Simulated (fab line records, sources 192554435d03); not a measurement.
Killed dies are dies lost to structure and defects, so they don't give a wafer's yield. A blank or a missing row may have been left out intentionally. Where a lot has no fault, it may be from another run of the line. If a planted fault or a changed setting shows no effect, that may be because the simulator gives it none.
Matching of chambers ; flow n5 finfet ; N5_BEOL_M2_ILD_DEP_00 on pecvd-04 has 3 sister chambers
The step deposits SiOC from DEMS/O2, target thk 79 nm, time 15.3 s. 6 wafers are shown with their chamber, then 8 later ones without.

## WAFERS, EACH WITH ITS CHAMBER
wafer;chamber;heater power w (W);heater power outer w (W)
L077.2;1;391;206
L081.2;1;313;143
L083.1;0;445;245
L083.4;0;453;241
L083.5;2;526;281
L091.1;2;540;304

## WAFERS WITHOUT THEIR CHAMBER
wafer;heater power w (W);heater power outer w (W)
L091.4;322;155
L091.5;555;305
L093.2;358;190
L093.5;363;191
L093.6;440;236
L097.2;543;296
L097.4;432;217
L097.5;491;264

## WHICH CHAMBER EACH ONE RAN IN
wafer;from the rows above;in truth
L091.4;1;1
L091.5;2;2
L093.2;1;1
L093.5;1;1
L093.6;0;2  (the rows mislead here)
L097.2;2;2
L097.4;can't be placed: 0 or 1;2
L097.5;can't be placed: 0 or 2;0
Correctly placed: 5 of 8. Unplaceable from these rows: 2, with the true chamber sitting among the candidates in 1. Wrongly placed: 1.
How it was worked out, from the rows above alone: a wafer's distance from a chamber is the root of the sum, over the readings, of the square of ((its reading less the chamber's mean) divided by the reading's scatter). The wafer belongs to the nearest chamber; if the next one is less than 2 further off, it can't be placed. For every chamber, the mean is computed from those of its wafers that are shown. The scatter: the root of (the sum of the squares of (reading less its chamber's mean) over the shown wafers, divided by (wafers less chambers)).
